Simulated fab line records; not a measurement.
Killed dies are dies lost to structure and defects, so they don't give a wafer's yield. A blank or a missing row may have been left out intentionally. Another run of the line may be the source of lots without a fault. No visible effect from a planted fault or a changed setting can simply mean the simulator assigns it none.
Chamber matching    flow n5_finfet    rie_diel-03 running N5_BEOL_M9_STRIP_36: 4 sister chambers
The step strips in N2/H2. 18 wafers are shown with their chamber, then 9 later ones without.

EACH WAFER AND ITS CHAMBER
wafer   chamber  drypump_motor_current_A (A)  showerhead_plenum_p_Torr (Torr)  throttle_valve_pct (%)
L075.3  0        6.0                          2.49                             23.23
L075.4  3        5.7                          2.52                             23.93
L075.6  1        6.3                          2.60                             24.05
L074.2  0        6.0                          2.49                             23.21
L074.5  0        6.0                          2.49                             23.22
L074.6  2        5.1                          2.60                             23.26
L076.1  0        6.0                          2.49                             23.20
L076.3  2        5.1                          2.60                             23.23
L076.5  2        5.1                          2.60                             23.25
L080.3  1        6.3                          2.60                             23.92
L080.4  3        5.7                          2.51                             23.96
L080.6  1        6.3                          2.60                             23.91
L085.1  2        5.0                          2.59                             23.28
L085.3  0        6.0                          2.48                             22.99
L085.4  1        6.3                          2.59                             23.91
L086.2  0        6.0                          2.48                             23.03
L086.4  2        5.0                          2.59                             23.25
L086.5  1        6.3                          2.59                             23.95

SIGNATURES (means of the wafers above)
reading                   chamber 0  chamber 1  chamber 2  chamber 3  scatter within a chamber
drypump_motor_current_A   6.000      6.300      5.060      5.700      0.0293
showerhead_plenum_p_Torr  2.4867     2.5960     2.5960     2.5150     0.0055
throttle_valve_pct        23.1467    23.9480    23.2540    23.9450    0.0723
Rule: distance of a wafer from a chamber = root of the sum over the readings of ((wafer's reading minus chamber's mean) / reading's scatter) squared. The wafer belongs to the nearest chamber; if the next one is less than 2 further off, it can't be placed. The scatter: take each reading less its chamber's mean, square it, sum over the shown wafers, divide by the number of wafers less the number of chambers, and take the root.

WAFERS WITH NO CHAMBER GIVEN
wafer   drypump_motor_current_A (A)  showerhead_plenum_p_Torr (Torr)  throttle_valve_pct (%)
L088.2  6.0                          2.48                             23.01
L088.5  5.0                          2.59                             23.30
L088.6  5.7                          2.50                             23.74
L093.1  6.0                          2.48                             23.03
L093.2  5.7                          2.50                             23.80
L093.6  5.1                          2.59                             23.31
L096.3  6.3                          2.58                             23.99
L096.4  5.0                          2.58                             23.31
L096.6  5.0                          2.58                             23.31

THE CHAMBER EACH PASSED THROUGH
wafer   from the rows above  in truth
L088.2  0                    0
L088.5  2                    2
L088.6  3                    3
L093.1  0                    0
L093.2  3                    3
L093.6  2                    2
L096.3  1                    1
L096.4  2                    2
L096.6  2                    2
Correctly placed: 9 of 9. From these rows, 0 cannot be placed. Wrongly placed: 0.
